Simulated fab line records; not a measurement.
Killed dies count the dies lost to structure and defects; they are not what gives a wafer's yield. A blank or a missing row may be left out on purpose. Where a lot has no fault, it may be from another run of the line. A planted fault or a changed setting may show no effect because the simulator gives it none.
The tool behind it: which one? | flow n5-finfet | 7 lots, 20 wafers sampled, at 2 steps of a route of 1938

## WHAT EACH GAUGE READ, for each wafer
N5_PASSIVATION_CD_MEAS_44 targets a cd of 40000 nm.
lot  | measured     | on        | cd-nm (nm)
L700 | day 13 07:31 | cd-sem-02 | 40004 40005
L702 | day 14 09:40 | cd-sem-02 | 39996 40004 40002
L706 | day 15 06:49 | cd-sem-02 | - - -
L705 | day 15 15:43 | cd-sem-01 | - - -
L713 | day 17 09:34 | cd-sem-03 | 39995 39999 39996
L717 | day 17 19:01 | cd-sem-01 | 40005 40007 39997
L716 | day 18 07:52 | cd-sem-01 | 40004 40008 40004

## EACH LOT AND THE TOOL THAT RAN IT (in order: tool; ch and the chambers of the sampled wafers; start)
lot  | N5_PASSIVATION_DEVELOP_43
L700 | litho-track-03 ch 0, day 13 07:23
L702 | litho-track-04 ch 0, day 14 09:33
L706 | litho-track-03, day 15 06:41
L705 | litho-track-04, day 15 15:36
L713 | litho-track-02 ch 0, day 17 09:27
L717 | litho-track-04 ch 0, day 17 18:54
L716 | litho-track-03 ch 0, day 18 07:44
- N5_PASSIVATION_DEVELOP_43: develop time 60 s.

## THE ANSWER, worked out from the rows above alone
Rule: what is usual is taken from the lots themselves. The widest of any qualifying gaps counts: lots, ordered by their means at a reading, are off when they make up no more than a third of the lots, leave a main group of 4 or more, and stand apart from it by 3 or more times the standard deviation of that group's means. Not used: any main group whose means are identical at the precision the tables above print for the reading. Also off: a lot with no number at a reading for which 4 or more lots have one. The other lots that the step has rows for count as sound.
Off: L706, L705 (N5_PASSIVATION_CD_MEAS_44, cd-nm). Without a number there: L706, L705. The main group: mean 40002 nm, standard deviation 3.1.
A tool fits if, at a process step before that reading, it ran every lot that is off, and no sound lot after the first of them. Those tools and the gauges at N5_PASSIVATION_CD_MEAS_44 are tried in the same way. Not one of the candidates tried fits.

## WHAT WAS PUT IN BY THE SIMULATOR
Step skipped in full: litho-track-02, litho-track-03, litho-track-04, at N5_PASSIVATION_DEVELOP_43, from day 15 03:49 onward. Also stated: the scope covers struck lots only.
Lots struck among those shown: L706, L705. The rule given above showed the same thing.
